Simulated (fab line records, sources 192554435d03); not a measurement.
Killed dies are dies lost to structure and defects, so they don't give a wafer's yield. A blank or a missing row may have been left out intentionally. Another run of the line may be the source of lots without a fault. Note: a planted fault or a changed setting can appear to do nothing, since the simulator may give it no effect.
fab line records	flow n5-finfet
record: lots: 4	wafers: 12	last-day: 16
route steps=1938 shown FIN_CUT@161 BEOL_M4@1111 PASSIVATION@1936
lots that met no fault: from a run of the same line without faults
start-h: the number of hours between the record's first day and the start of the first shown wafer of the lot	wait-h: time in hours since the lot's previous step	" same as the row above	L1.1+2: several wafers, shown together as one row	- value missing, or start not given	* or withheld: withheld	< > ~ a bound
route shown NAME@n: names a module that has steps shown in the file, with the first one's number in the route	usual: mean and standard deviation over wafers with no fault	same: alike in all rows	chamber/n: place in a boat	sites: per-site readings	_std_site: standard deviation across them	_edge_site: mean of outer sites minus mean of inner sites	radius-mm: for every site, how far away it sits from the centre of the wafer	mask NAME#n: copy n	behind: tool/chamber where the wafer was last shaped	hold: why the lot was held/for how many hours/how that ended	device: transistor that didn't switch, given as n, p or np	end of line: at the end of the route, the tests of the same wafers	for a step that has no rows: nothing shown but its recipe	killed: dies that structure and defects cost at the first sort, which is not the same as the wafer's yield	map: the dies of a wafer, with x for killed, . for not killed, _ for no die there
set.NAME: the run value of the setting; set.NAME@STEP: its run value at that earlier step	model.NAME: the simulator's own value behind a step, which no gauge read
lots seen at some steps along the route; tables by step, rows by wafer
services: when a tool's chamber went out of use (start-h, in hours from the record's first day, below 0 if earlier), for how many hours, and the reason
== steps ==
step: N5_FIN_CUT_PEB_06
recipe: peb-temp-c: 100	peb-time-s: 60	resist: CAR-EUV
step: N5_FIN_CUT_DEVELOP_07
recipe: develop-time-s: 30	developer: TMAH	resist: CAR-EUV	rinse-liquid: surfactant-rinse	dry: air-spin	dev-temp-c: 23
step: N5_FIN_CUT_DESCUM_13
recipe: chemistry: O2	time-s: 7	source-power-w: 50	bias-power-w: 20	pressure-mtorr: 20	rf-frequency-hz: 2.712e+07	temp-c: 40	resist: CAR-EUV	o2-flow-sccm: 225
step: N5_FIN_CUT_ETCH_30
recipe: chemistry: N2/H2	target: underlayer	target-depth-a: 130	mask-material: CAR-EUV	time-s: 10.4	ion-energy-ev: 200	pressure-mtorr: 30	source-w: 840	bias-w: 150	n2-flow-sccm: 200	h2-flow-sccm: 200	ends: cleared
step: N5_FIN_CUT_ETCH_20
recipe: chemistry: CF4	target: SiARC	target-depth-a: 260	mask-material: CAR-EUV	time-s: 43.3	ion-energy-ev: 80	pressure-mtorr: 40	source-w: 545	bias-w: 36	Ar_flow_sccm: 100	cf4-flow-sccm: 100	ends: cleared
step: N5_FIN_CUT_ETCH_21
recipe: chemistry: N2/H2	target: SOC	target-depth-a: 2190	overetch-a: 438	mask-material: SiARC	temp-c: 40	ion-energy-ev: 100	bias-w: 61	time-s: 523.5	pressure-mtorr: 30	source-w: 850	n2-flow-sccm: 200	h2-flow-sccm: 200
step: N5_FIN_CUT_STRIP_23
recipe: chemistry: N2/H2	temp-c: 40	n2-flow-sccm: 200	h2-flow-sccm: 200	rf-frequency-hz: 6e+07
step: N5_FIN_CUT_STRIP_31
recipe: chemistry: N2/H2	temp-c: 40	n2-flow-sccm: 200	h2-flow-sccm: 200	rf-frequency-hz: 6e+07
step: N5_FIN_CUT_STRIP_24
recipe: chemistry: CF4	resist: SiARC	power-w: 300	bias-power-w: 75	pressure-mtorr: 50	cf4-flow-sccm: 150	rf-frequency-hz: 6e+07
step: N5_FIN_CUT_CUT_ETCH_26
recipe: chemistry: CH3F/O2	target: SiNx	target-depth-a: 390	mask-material: SOC	time-s: 55.7	pressure-mtorr: 30	source-w: 395	bias-w: 73	Ar_flow_sccm: 150	CH3F_flow_sccm: 30	O2_flow_sccm: 20	ion-energy-ev: 120
usual: bias-w: 73.01/0.21	chamber-pressure-mTorr: 30.002/0.027	drypump-motor-current-A: 5.6/0.39	mfc-ar-sccm: 150.0/0.46	oes-product-au: 0.74/0.069	rf-vpp-V: 297/3.7	run-length-s: 79.1/0.59	showerhead-plenum-p-Torr: 1.97/0.062	throttle-valve-pct: 16.40/0.2
lot.wafer	tool	chamber	start-h	wait-h	bias-w	chamber-pressure-mTorr	drypump-motor-current-A	mfc-ar-sccm	oes-product-au	rf-hours-counter-h	rf-vpp-V	run-length-s	showerhead-plenum-p-Torr	throttle-valve-pct	model.etch.depth-nm	model.SOC_of_FIN_CUT_COAT_18.thk-nm
L895.1	rie-diel-02	1	87.72	0.0	73.05	29.969	5.9	149.6	0.69	223	298	79.9	1.99	16.19	37.68	213
L895.2	"	2	"	"	73.37	30.008	5.5	150.0	0.95	1	297	79.5	1.98	16.08	39.2	211.8
L895.6	"	2	"	"	73.14	29.986	5.6	149.8	0.96	-	298	79.4	1.98	16.08	39.05	211.8
L896.1	rie-diel-02	0	95.60	0.0	73.00	30.024	5.3	149.9	0.93	10	305	79.1	2.05	16.11	39.88	212
L896.3	"	1	"	"	-	30.001	5.8	149.3	0.69	226	299	75.6	1.98	16.19	35.6	213.6
L896.5	"	0	"	"	73.29	30.035	5.3	149.0	0.92	-	304	79.0	2.05	16.12	39.72	212.4
L898.2	rie-diel-02	0	104.84	0.0	72.77	29.972	5.3	150.2	0.91	13	304	79.2	2.05	16.10	39.56	211.2
L898.3	"	3	"	"	73.15	30.025	6.2	149.7	0.69	215	293	78.1	1.89	16.51	38.33	212.2
L898.5	"	1	"	"	-	29.971	5.8	149.1	0.68	-	299	75.7	1.98	16.19	35.28	213.6
L906.1	rie-diel-05	1	153.18	0.0	73.05	29.954	6.2	149.2	0.70	242	296	79.5	1.90	16.52	39.82	212.2
L906.2	"	2	"	"	72.93	29.953	5.3	149.9	0.68	222	300	79.1	2.04	16.80	38.44	212.4
L906.3	"	3	"	"	72.78	29.981	5.8	149.3	0.74	166	299	78.9	1.91	16.54	38.23	212.2
step: N5_FIN_CUT_CUT_ETCH_27
recipe: chemistry: CHF3/O2	target: SiO2	target-depth-a: 40	mask-material: SOC	overetch-a: 20	time-s: 4.9	pressure-mtorr: 30	source-w: 650	bias-w: 170	Ar_flow_sccm: 200	CHF3_flow_sccm: 50	O2_flow_sccm: 5	ion-energy-ev: 200
usual: bias-w: 170.0/0.53	chamber-pressure-mTorr: 30.001/0.03	drypump-motor-current-A: 5.6/0.39	mfc-ar-sccm: 200.0/0.63	oes-product-au: 0.59/0.052	rf-vpp-V: 524/6.7	showerhead-plenum-p-Torr: 2.37/0.07	throttle-valve-pct: 18.85/0.2
lot.wafer	tool	chamber	start-h	wait-h	bias-w	chamber-pressure-mTorr	drypump-motor-current-A	mfc-ar-sccm	oes-product-au	rf-hours-counter-h	rf-vpp-V	showerhead-plenum-p-Torr	throttle-valve-pct	model.SOC_of_FIN_CUT_COAT_18.thk-nm
L895.1	rie-diel-02	1	87.76	0.0	170.0	29.946	5.8	200.1	0.56	223	527	2.39	18.57	209.2
L895.2	"	2	"	"	169.6	30.021	5.5	200.1	0.75	1	524	2.38	18.59	208
L895.6	"	2	"	"	169.8	30.063	5.5	199.5	0.75	-	527	2.38	18.59	208
L896.1	rie-diel-02	0	95.64	0.0	169.3	29.985	5.3	200.3	0.72	10	535	2.46	18.56	208
L896.3	"	1	"	"	170.2	30.004	5.8	199.7	0.56	226	527	2.39	18.58	209.8
L896.5	"	0	"	"	170.1	30.058	5.3	200.4	0.72	-	535	2.46	18.54	208.4
L898.2	rie-diel-02	0	104.88	0.0	169.6	29.980	5.3	199.8	0.71	13	534	2.46	18.54	207.2
L898.3	"	3	"	"	169.9	30.021	6.2	201.1	0.55	215	519	2.29	18.97	208.4
L898.5	"	1	"	"	170.1	29.960	5.8	200.3	0.55	-	526	2.39	18.58	209.8
L906.1	rie-diel-05	1	153.22	0.0	169.7	29.962	6.1	198.9	0.56	242	521	2.30	18.98	208.2
L906.2	"	2	"	"	170.1	30.022	5.3	199.9	0.55	222	529	2.45	19.21	208.6
L906.3	"	3	"	"	170.4	29.971	5.8	200.4	0.59	166	526	2.31	18.97	208.4
step: N5_FIN_CUT_PRECLEAN_35
recipe: time-s: 13.3	temp-c: 45	pressure-torr: 125	p-hf-torr: 3	p-coreactant-torr: 25	chemistry: vHF
step: N5_BEOL_M4_RC_MEAS_101
usual: DIBL_N: 36.6/1.8	DIBL_P: 37.1/2.1	IOFF_N: 0.17/0.033	IOFF_P: 0.23/0.039	ION_N: 681/13	ION_P: 467/8.7	SS_N: 71.6/0.59	SS_P: 73.4/0.63	VT_N: 249/3.4	VT_P: -249/3.7
lot.wafer	tool	chamber	start-h	wait-h	DIBL_N[mV/V]	DIBL_P[mV/V]	IOFF_N[nA/um]	IOFF_P[nA/um]	ION_N[uA/um]	ION_P[uA/um]	SS_N[mV/dec]	SS_P[mV/dec]	VT_N[mV]	VT_P[mV]
L895.1	prober-01	0	222.40	0.0	36.0	34.2	0.15	0.19	668	458	71.8	72.8	253	-252
L895.2	"	0	"	"	40.0	39.8	0.23	0.28	689	463	72.9	74.4	245	-247
L895.6	"	0	"	"	40.2	40.0	0.25	0.30	690	469	72.7	74.5	244	-248
L896.1	prober-02	0	224.01	0.0	35.3	36.9	0.18	0.24	695	473	71.2	74.2	243	-246
L896.3	"	0	"	"	37.1	39.1	0.21	0.29	684	472	71.9	73.8	246	-244
L896.5	"	0	"	"	37.2	39.1	0.22	0.28	699	480	72.2	74.5	244	-244
L898.2	prober-02	0	247.66	0.2	35.6	36.1	0.15	0.22	679	464	70.6	73.5	253	-247
L898.3	"	0	"	"	37.3	37.3	0.17	0.23	673	459	71.2	74.4	250	-250
L898.5	"	0	"	"	38.0	38.5	0.18	0.26	688	469	71.5	74.6	248	-249
L906.1	prober-01	0	291.62	0.0	37.0	37.2	0.18	0.25	686	471	71.2	73.0	247	-247
L906.2	"	0	"	"	38.1	37.8	0.20	0.26	680	467	72.1	73.7	246	-248
L906.3	"	0	"	"	38.9	39.1	0.21	0.28	694	477	72.4	73.8	244	-246
step: N5_PASSIVATION_PROBE_49
usual: defect-limited-yield: 91.1/1.4	killed_at_M0_to_M3: 32/9.4	killed_at_M4_up: 14/5.1	killed-at-contacts: 11/5.5	killed-at-front-end: 44/13	killed-at-other: 4/3.2	killed-dies: 104/16	killed-open: 70/12	killed-short: 33/7.8	sort_bin_5_function: 5.1/0.91	sort_bin_6_memory: 3.4/0.63	sort-n-pass: 1075/16	sort-yield-pct: 91.2/1.4
same: gross-dies: 1180	killed-at-back-side: 0	sort_bin_4_leakage[%]: 0	sort_bin_8_speed[%]: 0
lot.wafer	tool	chamber	start-h	wait-h	defect-limited-yield[%]	killed_at_M0_to_M3	killed_at_M4_up	killed-at-contacts	killed-at-front-end	killed-at-other	killed-dies	killed-open	killed-short	sort_bin_5_function[%]	sort_bin_6_memory[%]	sort-n-pass	sort-yield-pct[%]
L895.1	prober-02	-	331.72	0.0	91.5	41	5	3	41	10	100	69	31	4.9	3.2	1080	91.5
L895.2	prober-02	-	331.77	0.1	91.5	35	8	5	48	4	100	81	19	5.3	2.9	1080	91.5
L895.6	prober-02	-	331.97	0.3	92.2	33	14	5	37	3	92	62	29	3.7	3.6	1088	92.2
L896.1	prober-02	-	333.69	0.0	93.6	16	12	9	31	8	76	57	19	3.4	2.9	1104	93.6
L896.3	prober-02	-	333.79	0.1	92.5	25	7	20	36	0	88	63	24	3.9	3.1	1092	92.5
L896.5	prober-02	-	333.89	0.2	91.0	22	14	17	44	9	106	77	29	4.7	4.1	1074	91.0
L898.2	prober-02	-	351.23	0.1	90.6	24	21	17	43	6	111	84	25	5.7	3.5	1069	90.6
L898.3	prober-02	-	351.28	0.1	91.0	25	9	21	49	2	106	76	28	5.1	3.7	1074	91.0
L898.5	prober-02	-	351.38	0.2	90.2	41	13	13	47	2	116	72	41	6.3	3.1	1064	90.2
L906.1	prober-01	-	390.58	0.0	93.1	24	13	8	37	0	82	50	31	3.8	2.9	1098	93.1
L906.2	prober-01	-	390.63	0.1	91.9	26	14	8	46	2	96	60	31	4.3	3.1	1084	91.9
L906.3	prober-01	-	390.68	0.1	90.1	25	15	10	63	4	117	71	46	5.7	3.9	1063	90.1
killed by level:class
L895.1 BEOL_M3:geometric-particle:open=15 FIN_SAQP:geometric-particle:short=11 DUMMY_GATE:geometric-particle:open=9 BEOL_M2:geometric-particle:open=9 FIN_SAQP:geometric-particle:open=6 BEOL_M1:geometric-particle:open=5 BEOL_M4:geometric-particle:open=5 BEOL_M0_SAQP:geometric-particle:open=4
L895.2 BEOL_M1:geometric-particle:open=16 STI_FIN_REVEAL:geometric-particle:open=13 FIN_SAQP:geometric-particle:open=12 BEOL_M3:geometric-particle:open=8 FIN_SAQP:geometric-particle:short=5 GATE_CUT:geometric-particle:open=5 STARTING-WAFER:geometric-particle:open=5 MOL_CONTACT_COAG:geometric-particle:open=4
L895.6 STI_FIN_REVEAL:geometric-particle:open=12 BEOL_M0_SAQP:geometric-particle:short=9 FIN_SAQP:geometric-particle:open=7 FIN_SAQP:geometric-particle:short=6 BEOL_M1:geometric-particle:open=5 BEOL_M3:geometric-particle:open=5 BEOL_M5:geometric-particle:open=5 BEOL_M0:geometric-particle:open=4
L896.1 STI_FIN_REVEAL:geometric-particle:open=10 MOL_CONTACT_COAG:geometric-particle:open=7 BEOL_M2:geometric-particle:open=7 FIN_SAQP:geometric-particle:open=5 GATE_CUT:geometric-particle:short=5 BEOL_M4:geometric-particle:open=4 PASS1_CAP:geometric-particle:open=4 BEOL_M3:geometric-particle:open=3
L896.3 MOL_CONTACT_COAG:geometric-particle:open=15 BEOL_M2:geometric-particle:open=11 STI_FIN_REVEAL:geometric-particle:open=9 FIN_SAQP:geometric-particle:open=7 BEOL_M3:geometric-particle:open=6 STI_FIN_REVEAL:geometric-particle:short=5 MOL_CONTACT_COAG:geometric-particle:short=5 GATE_CUT:geometric-particle:short=3
L896.5 STI_FIN_REVEAL:geometric-particle:open=18 MOL_CONTACT_COAG:geometric-particle:open=15 BEOL_M2:geometric-particle:open=7 BEOL_M4:geometric-particle:open=7 BEOL_M3:geometric-particle:open=6 STARTING-WAFER:geometric-particle:short=5 GATE_CUT:geometric-particle:short=4 BEOL_M4:geometric-particle:short=4
L898.2 MOL_CONTACT_COAG:geometric-particle:open=14 FIN_SAQP:geometric-particle:open=13 STI_FIN_REVEAL:geometric-particle:open=7 BEOL_M2:geometric-particle:open=7 BEOL_M5:geometric-particle:open=7 FIN_SAQP:geometric-particle:short=6 GATE_CUT:geometric-particle:open=5 DUMMY_GATE:geometric-particle:open=5
L898.3 MOL_CONTACT_COAG:geometric-particle:open=15 STI_FIN_REVEAL:geometric-particle:open=13 FIN_SAQP:geometric-particle:open=7 BEOL_M1:geometric-particle:open=7 MOL_CONTACT_COAG:geometric-particle:short=6 BEOL_M2:geometric-particle:open=6 FIN_SAQP:geometric-particle:short=5 STARTING-WAFER:geometric-particle:open=5
L898.5 STI_FIN_REVEAL:geometric-particle:open=15 MOL_CONTACT_COAG:geometric-particle:open=10 FIN_SAQP:geometric-particle:short=9 BEOL_M0_SAQP:geometric-particle:short=9 GATE_CUT:geometric-particle:short=8 BEOL_M0_SAQP:geometric-particle:open=8 BEOL_M3:geometric-particle:open=8 BEOL_M4:geometric-particle:open=6
L906.1 GATE_CUT:geometric-particle:short=7 MOL_CONTACT_COAG:geometric-particle:open=7 STI_FIN_REVEAL:geometric-particle:open=6 BEOL_M4:geometric-particle:open=6 FIN_SAQP:geometric-particle:short=5 BEOL_M3:geometric-particle:open=5 GATE_CUT:geometric-particle:open=4 BEOL_M0_SAQP:geometric-particle:open=4
L906.2 STI_FIN_REVEAL:geometric-particle:open=12 BEOL_M3:geometric-particle:open=7 BEOL_M2:geometric-particle:open=7 FIN_SAQP:geometric-particle:short=6 BEOL_M4:geometric-particle:open=6 FIN_SAQP:geometric-particle:open=5 GATE_CUT:geometric-particle:open=5 MOL_CONTACT_COAG:geometric-particle:open=5
L906.3 GATE_CUT:geometric-particle:short=17 FIN_SAQP:geometric-particle:short=9 MOL_CONTACT_COAG:geometric-particle:open=9 STI_FIN_REVEAL:geometric-particle:open=8 BEOL_M4:geometric-particle:open=8 BEOL_M1:geometric-particle:open=7 FIN_SAQP:geometric-particle:open=6 GATE_CUT:geometric-particle:open=6
== services ==
tool	chamber	start-h	hours	kind
rie-diel-02	2	68.99	-	clean
rie-diel-02	2	68.99	-	consumable-replace:focus-ring
rie-diel-02	2	68.99	15.7	scheduled-down
rie-diel-02	2	68.99	15.7	vent-cycle
rie-diel-02	1	146.26	4.1	repair
== key ==
first-sign: step: N5_FIN_CUT_CUT_ETCH_26	reading: run-length-s	direction: down	sigmas: 5.8	usual: *	struck: *
effect none on later readings
model-effect: step: N5_FIN_CUT_CUT_ETCH_26	value: etch.depth-nm	without: 38.1	struck: 35.44
model-effect: step: N5_FIN_CUT_CUT_ETCH_27	value: SOC_of_FIN_CUT_COAT_18.thk-nm	without: 208.4	struck: 209.8
met-at N5_FIN_CUT_CUT_ETCH_26
struck-wafers L896.3,L898.5
onset-between 87.72 95.60
fault: kind: process-parameter-drift	tool: rie-diel-02	chamber: 1	onset-h: 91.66	steps: N5_FIN_CUT_CUT_ETCH_26	channel: time-s	offset: *	shape: step	end-h: 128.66	acts-in: *	stated: *
